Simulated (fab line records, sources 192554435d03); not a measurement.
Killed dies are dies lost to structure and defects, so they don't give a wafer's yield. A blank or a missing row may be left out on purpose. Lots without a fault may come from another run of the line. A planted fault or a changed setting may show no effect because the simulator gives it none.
fab line records | flow n5_finfet
record lots=10 wafers=28 last_day=18
route steps=1938 shown BEOL_M14@1731 PASSIVATION@1936
lots that met no fault: from a run of the same line without faults
start_h: hours from the record's first day to the start of the lot's first wafer shown | wait_h: hours since the lot's step before | " the same as in the row above | L1.1+2: a row that stands for several wafers | - no value, or no start given | * or withheld: withheld | < > ~ a bound
route shown NAME@n: a module of which the file shows steps, and the number in the route of the first | usual: mean/standard deviation of fault-free wafers | same: alike in all rows | chamber/n: place in a boat | sites: the reading at each site | _std_site: their standard deviation | _edge_site: outer sites' mean less inner sites' | radius_mm: how far each site lies from the wafer's centre | mask NAME#n: copy n | behind: the tool/chamber that last shaped the wafer | hold: why the lot was held/for how many hours/how that ended | device: the transistor (n, p or np) that didn't switch | end of line: the same wafers' tests at the end of the route | a step without rows: its recipe alone | killed: dies lost to structure and defects at the first sort, not the wafer's yield | map: a wafer's dies, x killed, . not, _ none there
set.NAME: the setting as run; set.NAME@STEP: as run at that earlier step | model.NAME: the simulator's own value behind a step, which no gauge read
steps of the route over a sample of lots; a table a step, a row a wafer
services: from which hour (start_h, from the record's first day; less than 0 if before it) a tool's chamber was out of use, for how many hours, and why
## steps
# step N5_BEOL_M14_VIA_ETCH_16
# recipe chemistry=C4F8/O2/Ar target=SiO2 he_inner_torr=15 he_outer_torr=30 target_depth_a=12313 time_s=withheld ion_energy_ev=800 pressure_mtorr=20 source_w=1905 bias_w=2040 Ar_flow_sccm=400 C4F8_flow_sccm=16 O2_flow_sccm=12 ends=cleared
# usual chamber_pressure_mTorr=20.001/0.017 drypump_motor_current_A=5.9/0.57 oes_product_au=0.72/0.08 rf_vpp_V=2229/31 showerhead_plenum_p_Torr=3.50/0.12 throttle_valve_pct=30.8/0.34
# columns lot.wafer tool chamber start_h wait_h chamber_pressure_mTorr drypump_motor_current_A oes_product_au rf_vpp_V showerhead_plenum_p_Torr throttle_valve_pct
L694.2 rie_diel-05 1 269.70 0.0 19.995 6.5 0.62 2250 3.37 30.3
L694.5 " 3 " " 20.012 6.2 0.87 2194 3.65 30.7
L694.6 " 2 " " 20.004 5.6 0.63 2205 3.56 31.3
L697.1 rie_diel-02 2 286.67 0.0 20.009 5.7 0.70 2242 3.43 30.8
L697.2 " 1 " " 19.975 6.6 0.77 2252 3.62 30.5
L697.5 " 1 " " 20.028 6.5 0.78 2253 3.62 30.5
L698.1 rie_diel-01 3 286.82 0.0 19.998 5.1 0.73 2183 3.37 30.7
L698.4 " 1 " " 20.016 6.2 0.71 2255 3.59 31.0
L698.6 " 3 " " 20.030 5.1 0.74 2182 3.37 30.7
L701.2 rie_diel-01 1 296.49 0.0 20.017 6.2 0.71 2254 3.59 31.0
L701.5 " 3 " " 20.017 5.1 0.72 2185 3.37 30.7
L701.6 " 2 " " 19.983 4.9 0.61 2197 3.26 30.9
L700.1 rie_diel-02 0 310.20 0.0 19.984 6.3 0.61 2258 3.51 30.5
L700.3 " 3 " " 20.001 6.0 0.76 2193 3.63 31.2
L700.4 " 1 " " 19.988 6.5 0.76 2253 3.61 30.5
L707.4 rie_diel-01 1 345.44 0.1 20.011 6.2 0.69 2254 3.58 31.0
L707.5 " 0 " " 20.001 6.8 0.61 2259 3.42 31.2
L709.1 rie_diel-05 3 353.68 0.0 20.011 6.2 0.80 2192 3.63 30.7
L709.5 " 1 " " 20.006 6.5 0.83 2247 3.36 30.0
L716.2 rie_diel-02 1 396.17 0.0 19.985 6.5 0.73 2250 3.59 30.5
L716.4 " 0 " " 20.002 6.2 0.81 2257 3.50 30.1
L716.6 " 3 " " 19.985 6.0 0.75 2192 3.62 31.2
L715.1 rie_diel-01 1 396.31 0.0 20.004 6.1 0.68 2254 3.56 31.1
L715.4 " 3 " " 19.962 5.1 0.70 2182 3.35 30.8
L715.5 " 2 " " 19.962 4.9 0.84 2233 3.65 30.6
L717.4 rie_diel-05 2 401.08 0.1 20.010 5.6 0.83 2203 3.53 31.1
L717.5 " 0 " " 19.999 5.7 0.79 2271 3.50 31.2
L717.6 " 3 " " 19.987 6.2 0.77 2191 3.62 30.7
# step N5_BEOL_M14_EXPOSE_25
# recipe mask_id=M14 na=0.8 source_shape=annular sigma_inner=0.5 sigma_outer=0.8 polarization=unpolarized target_cd_nm=280 dose_mj=26.6
# columns lot.wafer tool chamber start_h wait_h mask
L694.2+5+6 krf_scanner-01 0 270.25 - M14#0
L697.1+2+5 krf_scanner-01 0 287.30 - M14#0
L698.1+4+6 krf_scanner-02 0 287.46 - M14#0
L701.2+5+6 krf_scanner-02 0 297.26 - M14#0
L700.1+3+4 krf_scanner-02 0 310.71 - M14#0
L707.4+5 krf_scanner-01 0 346.00 - M14#0
L709.1+5 krf_scanner-01 0 354.18 - M14#0
L716.2+4+6 krf_scanner-02 0 396.81 - M14#0
L715.1+4+5 krf_scanner-02 0 396.84 - M14#0
L717.4+5+6 krf_scanner-02 0 402.51 - M14#0
# step N5_BEOL_M14_CD_MEAS_28
# recipe target_cd_nm=284.4 landing_energy_ev=500 detector=se_inlens
# usual cd_nm=284.3/1.6
# columns lot.wafer tool chamber start_h wait_h cd_nm
L694.2 cd_sem-03 0 270.42 - 283.5
L694.5 " 0 " " 283.0
L694.6 " 0 " " 285.5
L697.1 cd_sem-02 0 287.47 - 284.7
L697.2 " 0 " " 285.5
L697.5 " 0 " " 283.7
L698.1 cd_sem-02 0 287.63 - 283.7
L698.4 " 0 " " 282.5
L698.6 " 0 " " 280.9
L701.2 cd_sem-01 0 297.42 - 285.8
L701.5 " 0 " " 286.3
L701.6 " 0 " " 284.0
L700.1 cd_sem-03 0 310.88 - 284.8
L700.3 " 0 " " 283.8
L700.4 " 0 " " 283.3
L707.4 cd_sem-03 0 346.16 - 285.4
L707.5 " 0 " " 289.5
L709.1 cd_sem-02 0 354.35 - 293.9
L709.5 " 0 " " 290.2
L716.2 cd_sem-02 0 396.98 - 285.3
L716.4 " 0 " " 286.7
L716.6 " 0 " " 285.1
L715.1 cd_sem-01 0 397.01 - 284.3
L715.4 " 0 " " 285.5
L715.5 " 0 " " 288.5
L717.4 cd_sem-03 0 402.67 - 282.7
L717.5 " 0 " " 281.5
L717.6 " 0 " " 282.8
# step N5_BEOL_M14_ETCH_67
# recipe chemistry=CF4 target=SiARC target_depth_a=1430 time_s=238.3 ion_energy_ev=80 pressure_mtorr=40 source_w=545 bias_w=36 Ar_flow_sccm=100 cf4_flow_sccm=100 ends=cleared
# usual chamber_pressure_mTorr=40.00/0.039 drypump_motor_current_A=6.0/0.52 etch_rf_on_time_s=238/5.2 oes_product_au=0.69/0.075 rf_vpp_V=184.6/1.3 showerhead_plenum_p_Torr=2.19/0.07 throttle_valve_pct=15.51/0.26
# columns lot.wafer tool chamber start_h wait_h chamber_pressure_mTorr drypump_motor_current_A etch_rf_on_time_s oes_product_au rf_hours_counter_h rf_vpp_V showerhead_plenum_p_Torr throttle_valve_pct
L694.2 rie_diel-01 2 270.54 0.0 40.01 4.9 244 0.58 221 183.3 2.03 15.67
L694.5 " 0 " " 40.03 6.8 250 0.59 - 184.5 2.14 15.79
L694.6 " 3 " " 40.01 5.1 233 0.69 - 181.4 2.10 15.42
L697.1 rie_diel-05 0 287.60 0.0 40.00 5.6 238 0.79 25 185.1 2.19 15.56
L697.2 " 3 " " 39.95 6.2 233 0.81 13 185.5 2.28 15.21
L697.5 " 3 " " 39.97 6.2 234 0.81 - 187.9 2.28 15.21
L698.1 rie_diel-01 2 287.83 0.0 40.01 4.9 239 0.59 227 184.1 2.03 15.68
L698.4 " 0 " " 40.00 6.8 246 0.60 206 183.3 2.13 15.82
L698.6 " 0 " " 40.07 6.8 247 0.60 - 182.8 2.13 15.81
L701.2 rie_diel-02 0 297.74 0.0 39.97 6.3 241 0.58 244 184.7 2.20 15.48
L701.5 " 2 " " 39.96 5.7 236 0.66 - 184.7 2.14 15.58
L701.6 " 1 " " 40.00 6.5 240 0.72 - 186.7 2.26 15.33
L700.1 rie_diel-02 1 311.00 0.0 40.07 6.5 238 0.73 65 185.3 2.26 15.35
L700.3 " 0 " " 39.99 6.2 235 0.58 249 184.8 2.20 15.51
L700.4 " 0 " " 39.98 6.2 239 0.58 - 185.4 2.20 15.50
L707.4 rie_diel-02 1 346.28 0.0 40.02 6.5 241 0.70 82 185.1 2.26 15.39
L707.5 " 3 " " 40.02 6.0 235 0.72 - 185.6 2.27 15.74
L709.1 rie_diel-05 0 354.75 0.0 39.99 5.6 238 0.75 53 184.6 2.18 15.61
L709.5 " 1 " " 40.09 6.5 236 0.79 - 182.7 2.09 14.90
L716.2 rie_diel-02 2 397.10 0.0 40.05 5.7 235 0.64 158 183.6 2.13 15.63
L716.4 " 3 " " 40.00 6.0 233 0.70 103 186.4 2.26 15.78
L716.6 " 0 " " 40.01 6.2 241 0.77 - 185.0 2.19 15.02
L715.1 rie_diel-05 3 397.13 0.0 39.97 6.2 234 0.74 54 186.7 2.26 15.30
L715.4 " 2 " " 40.01 5.6 241 0.79 - 185.8 2.19 15.44
L715.5 " 0 " " 39.99 5.6 235 0.74 - 185.2 2.18 15.64
L717.4 rie_diel-01 3 403.24 0.1 40.04 5.1 236 0.66 - 182.7 2.08 15.51
L717.5 " 2 " " 40.00 4.9 237 0.79 - 184.2 2.27 15.23
L717.6 " 1 " " 39.98 6.1 231 0.64 - 184.9 2.22 15.73
# step N5_BEOL_M14_PRE_CLEAN_42
# recipe gas=H2/He time_s=30 temp_c=300
# usual heater_power_w=465/50
# columns lot.wafer tool chamber start_h wait_h heater_power_w
L694.2 pvd_sputter-03 - 271.63 0.0 434
L694.5 " - " " 432
L694.6 " - " " 411
L698.1 pvd_sputter-02 - 290.04 0.0 387
L698.4 " - " " 424
L698.6 " - " " 482
L697.1 pvd_sputter-02 - 290.44 0.0 469
L697.2 " - " " 474
L697.5 " - " " 470
L701.2 pvd_sputter-03 - 301.22 0.0 411
L701.5 " - " " 401
L701.6 " - " " 411
L700.1 pvd_sputter-01 - 312.63 0.0 465
L700.3 " - " " 486
L700.4 " - " " 578
L707.4 pvd_sputter-01 - 347.25 0.0 451
L707.5 " - " " 568
L709.1 pvd_sputter-01 - 355.78 0.0 472
L709.5 " - " " 473
L716.2 pvd_sputter-01 - 399.22 0.0 593
L716.4 " - " " 461
L716.6 " - " " 478
L715.1 pvd_sputter-02 - 399.43 0.0 423
L715.4 " - " " 477
L715.5 " - " " 406
L717.4 pvd_sputter-03 - 404.68 0.0 441
L717.5 " - " " 497
L717.6 " - " " 416
# step N5_PASSIVATION_PROBE_49
# usual defect_limited_yield=91.2/1.5 killed_at_M0_to_M3=33/9.6 killed_at_M4_up=14/5.6 killed_at_contacts=14/5.5 killed_at_front_end=40/13 killed_at_other=4/3 killed_dies=104/17 killed_open=68/13 killed_short=33/7.2 sort_bin_4_leakage=0.00/0.014 sort_bin_5_function=5.2/0.95 sort_bin_6_memory=3.3/0.62 sort_bin_8_speed=0.00/0.012 sort_n_pass=1076/17 sort_yield_pct=91.2/1.5
# same gross_dies=1180 killed_at_back_side=0
# columns lot.wafer tool chamber start_h wait_h defect_limited_yield[%] killed_at_M0_to_M3 killed_at_M4_up killed_at_contacts killed_at_front_end killed_at_other killed_dies killed_open killed_short sort_bin_4_leakage[%] sort_bin_5_function[%] sort_bin_6_memory[%] sort_bin_8_speed[%] sort_n_pass sort_yield_pct[%]
L709.1 prober-01 - 387.20 0.0 89.7 38 17 23 34 9 121 86 34 0 5.6 4.2 0 1059 89.7
L709.5 prober-01 - 387.40 0.2 89.8 43 10 19 41 7 120 74 45 0 5.8 4.3 0 1060 89.8
# killed by level:class
L709.1 MOL_CONTACT_COAG:geometric_particle:open=18 BEOL_M3:geometric_particle:open=14 FIN_SAQP:geometric_particle:open=13 BEOL_M1:geometric_particle:open=10 STI_FIN_REVEAL:geometric_particle:open=6 MOL_CONTACT_COAG:geometric_particle:short=5 BEOL_M1:geometric_particle:short=5 BEOL_M5:geometric_particle:open=5
L709.5 MOL_CONTACT_COAG:geometric_particle:open=16 FIN_SAQP:geometric_particle:short=15 BEOL_M0_SAQP:geometric_particle:open=12 BEOL_M0_SAQP:geometric_particle:short=11 FIN_SAQP:geometric_particle:open=9 BEOL_M3:geometric_particle:open=6 BEOL_M2:geometric_particle:open=5 BEOL_M4:geometric_particle:open=5
## services
# columns tool chamber start_h hours kind
rie_diel-05 2 248.35 14.3 repair
rie_diel-01 2 252.54 8.2 repair
krf_scanner-01 - 255.69 0.6 repair
krf_scanner-02 - 262.00 6.0 pm
krf_scanner-02 - 268.00 1.3 pm
krf_scanner-02 - 302.66 3.0 repair
pvd_sputter-02 - 305.59 2.2 repair
rie_diel-02 2 306.72 4.8 repair
rie_diel-02 3 317.48 4.5 repair
krf_scanner-02 - 319.46 0.8 pm
pvd_sputter-01 - 326.95 3.2 repair
rie_diel-02 3 329.20 11.3 repair
krf_scanner-02 - 332.26 4.4 pm
rie_diel-02 2 332.84 7.0 repair
krf_scanner-01 - 336.64 7.2 pm
krf_scanner-01 - 343.84 1.0 pm
rie_diel-01 3 344.13 12.7 repair
krf_scanner-01 - 344.84 0.8 pm
krf_scanner-02 - 377.26 0.9 repair
rie_diel-02 0 379.82 4.5 repair
krf_scanner-01 - 388.13 1.3 pm
rie_diel-05 1 389.81 22.9 repair
krf_scanner-01 - 390.03 0.8 pm
krf_scanner-02 - 401.46 1.0 pm
## key
first_sign step=N5_BEOL_M14_CD_MEAS_28 reading=cd_nm direction=up sigmas=4.4 usual=284.3 struck=291.2
effect none on later readings
met_at N5_BEOL_M14_EXPOSE_25
struck_lots L707,L709
struck_wafers L707.5,L709.1,L709.5
not_acting_at N5_BEOL_M14_VIA_ETCH_16,N5_BEOL_M14_ETCH_67,N5_BEOL_M14_PRE_CLEAN_42
onset_between 287.30 346.00
fault kind=process_parameter_drift tool=krf_scanner-01 chamber=- onset_h=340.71 steps=N5_BEOL_M14_EXPOSE_25 channel=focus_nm offset=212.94 shape=step end_h=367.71 scope=struck_wafers_only
